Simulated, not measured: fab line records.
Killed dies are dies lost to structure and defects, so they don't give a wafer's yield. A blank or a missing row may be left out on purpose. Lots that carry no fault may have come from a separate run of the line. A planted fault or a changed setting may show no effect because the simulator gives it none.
A single fault, viewed from 2 desks | flow n5-finfet | each desk has only its own numbers; what lay behind them comes last

## TOOL OWNER'S DESK, litho-track-01
The tool's own readings at N5_BEOL_M10_PEB_26 (peb time 60 s): means of the sampled wafers that have a number, for each lot that ran on this tool. The brackets show how far a lot's mean lies from the usual mean; more than 4 standard deviations puts the lot out of limits, marked OUT.
Columns: A = resist-line-temp-C at N5_BEOL_M10_PEB_26, usual 22.99 C
lot  | first seen here | A
L831 | day 10 22:48    | 23.05
L833 | day 11 15:51    | 22.95
L844 | day 14 06:37    | 23.03
L846 | day 14 18:28    | 22.87
This desk's verdict: no lot among the 4 shows anything out of limits.

## AT THE METROLOGY DESK
What the gauges read for every lot (on any tool): the sampled wafers with a number, averaged. The brackets show how far a lot's mean lies from the usual mean; more than 4 standard deviations puts the lot out of limits, marked OUT.
Columns: A = M10_OVL at N5_BEOL_M10_OVL_MEAS_12, usual 0.5 nm; B = cd-nm at N5_BEOL_M10_CD_MEAS_28, usual 70.2 nm; C = V9_OVL at N5_BEOL_M10_OVL_MEAS_29, usual 0.3 nm
lot  | first seen here | A    | B    | C
L831 | day 10 19:03    | 0.8  | 68.6 | 0.4
L833 | day 11 13:34    | 1.1  | 68.6 | -0.4
L834 | day 11 13:45    | 0.9  | 71.0 | 0.4
L835 | day 11 17:20    | 0.4  | 70.5 | -0.1
L836 | day 12 17:20    | 0.0  | 70.5 | 1.4
L844 | day 14 04:49    | 0.4  | 72.0 | 0.7
L846 | day 14 13:48    | 1.3  | 70.5 | 0.4
L851 | day 15 17:28    | -0.9 | 69.6 | 0.1
L854 | day 16 08:31    | 0.2  | 71.2 | 0.1
L853 | day 16 09:11    | 0.3  | 70.7 | -0.4
This desk's verdict: no lot among the 10 shows anything out of limits.

## ALL TOGETHER
The tool owner's desk saw nothing out of limits.
Nothing out of limits was seen by the metrology desk.

## WHAT THE SIMULATOR HAD INSERTED
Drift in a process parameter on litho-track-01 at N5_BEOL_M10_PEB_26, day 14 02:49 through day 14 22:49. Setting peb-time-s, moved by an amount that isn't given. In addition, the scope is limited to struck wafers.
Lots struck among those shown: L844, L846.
